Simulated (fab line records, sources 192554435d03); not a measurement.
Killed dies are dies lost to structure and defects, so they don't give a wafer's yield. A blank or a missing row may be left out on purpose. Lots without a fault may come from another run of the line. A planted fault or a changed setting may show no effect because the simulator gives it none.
A struck lot beside a sound one | flow n5_finfet | 16 steps out of a route of 1938
Sound: wafers L380.2, L380.4, L380.6. Struck: wafer L386.2. (L386.4, L386.5 of the same lot were not struck and are left out.) The cause comes at the end.
At each step with rows: each side's tool, then ch and its chambers, then its first start. Under that, the readings that differ: sound wafers | struck wafers | difference of the means | sigmas: that difference in standard deviations of wafers without a fault.
alike: readings whose means differ by less than 2 such deviations, and words and numbers that are the same on both sides. not compared: withheld readings, readings that some wafer has no value for, bounds like >300 that may hide the same value, and numbers for which the record gives no deviation and whose values overlap.
The two part at a step that has a row with sigmas, a row that says differs or no value, or rows on one side only. Numbers that don't overlap but have no deviation are shown without sigmas and don't part them. A reading that every wafer of one side lacks parts them only if that side has two wafers or more.

first, 8 steps without rows for these wafers: N5_BEOL_M3_COAT_68 (time 60 s, resist thk 12 nm); N5_BEOL_M3_COAT_76 (time 60 s, resist thk 5 nm); N5_BEOL_M3_COAT_22 (resist thk 30 nm); N5_BEOL_M3_EBR_24; N5_BEOL_M3_SOFTBAKE_23 (time 60 s); N5_BEOL_M3_EXPOSE_25 (exposes mask V2, defocus 5 nm); N5_BEOL_M3_PEB_26 (peb time 60 s); N5_BEOL_M3_DEVELOP_27 (develop time 30 s).
N5_BEOL_M3_CD_MEAS_28: target cd 25.7 nm, target cd y 23.3 nm.
  sound on cd_sem-02 ch 0, day 7 05:13; struck on cd_sem-02 ch 0, day 8 22:46
  alike: cd_nm
N5_BEOL_M3_OVL_MEAS_29:
  sound on overlay-01 ch 0, day 7 05:15; struck on overlay-01 ch 0, day 8 22:49
  reading     | sound          | struck | difference | sigmas
  V2_OVL (nm) | -0.9 -0.7 -1.0 | 0.3    | +1.2       | +2
N5_BEOL_M3_INSPECT_30: inspects for defects (brightfield).
  sound on defect_inspect-02, day 7 05:19; struck on defect_inspect-01, day 8 22:52
  alike: raw_defect_count
N5_BEOL_M3_DESCUM_33: chemistry O2, time 7 s.
  sound on rie_diel-04 ch 0,1,2, day 7 07:10; struck on rie_diel-04 ch 3, day 8 22:54
  alike: chamber_pressure_mTorr, drypump_motor_current_A, oes_product_au, rf_vpp_V, showerhead_plenum_p_Torr, temp_c, throttle_valve_pct
  not compared: rf_hours_counter_h
N5_BEOL_M3_ETCH_77: etches underlayer in N2/H2, target depth 6.5 nm, time 5.2 s.
  sound on rie_diel-04 ch 0,1,2, day 7 07:12; struck on rie_diel-04 ch 3, day 8 22:56
  reading               | sound          | struck | difference | sigmas
  etch_rf_on_time_s (s) | 5.31 5.23 5.15 | 3.67   | -1.56      | -13
  alike: chamber_pressure_mTorr, drypump_motor_current_A, oes_product_au, rf_vpp_V, showerhead_plenum_p_Torr, throttle_valve_pct
  not compared: rf_hours_counter_h
N5_BEOL_M3_ETCH_69: etches SiARC in CF4, target depth 15.6 nm, time 26 s.
  sound on rie_diel-04 ch 0,1,2, day 7 07:13; struck on rie_diel-04 ch 3, day 8 22:57
  alike: chamber_pressure_mTorr, drypump_motor_current_A, etch_rf_on_time_s, oes_product_au, rf_vpp_V, showerhead_plenum_p_Torr, throttle_valve_pct
  not compared: rf_hours_counter_h
N5_BEOL_M4_RC_MEAS_101:
  sound on prober-02 ch 0, day 8 04:31; struck on prober-01 ch 0, day 9 22:20
  alike: DIBL_N, DIBL_P, IOFF_N, IOFF_P, ION_N, ION_P, SS_N, SS_P, VT_N, VT_P
then, 1 step without rows for these wafers: N5_PASSIVATION_PROBE_49.

WHERE THEY PART
First at N5_BEOL_M3_OVL_MEAS_29; last, within this record, at N5_BEOL_M3_ETCH_77. Later steps at which nothing parts them and some readings are alike: N5_BEOL_M3_ETCH_69, N5_BEOL_M4_RC_MEAS_101.

WHY: what the simulator had put in
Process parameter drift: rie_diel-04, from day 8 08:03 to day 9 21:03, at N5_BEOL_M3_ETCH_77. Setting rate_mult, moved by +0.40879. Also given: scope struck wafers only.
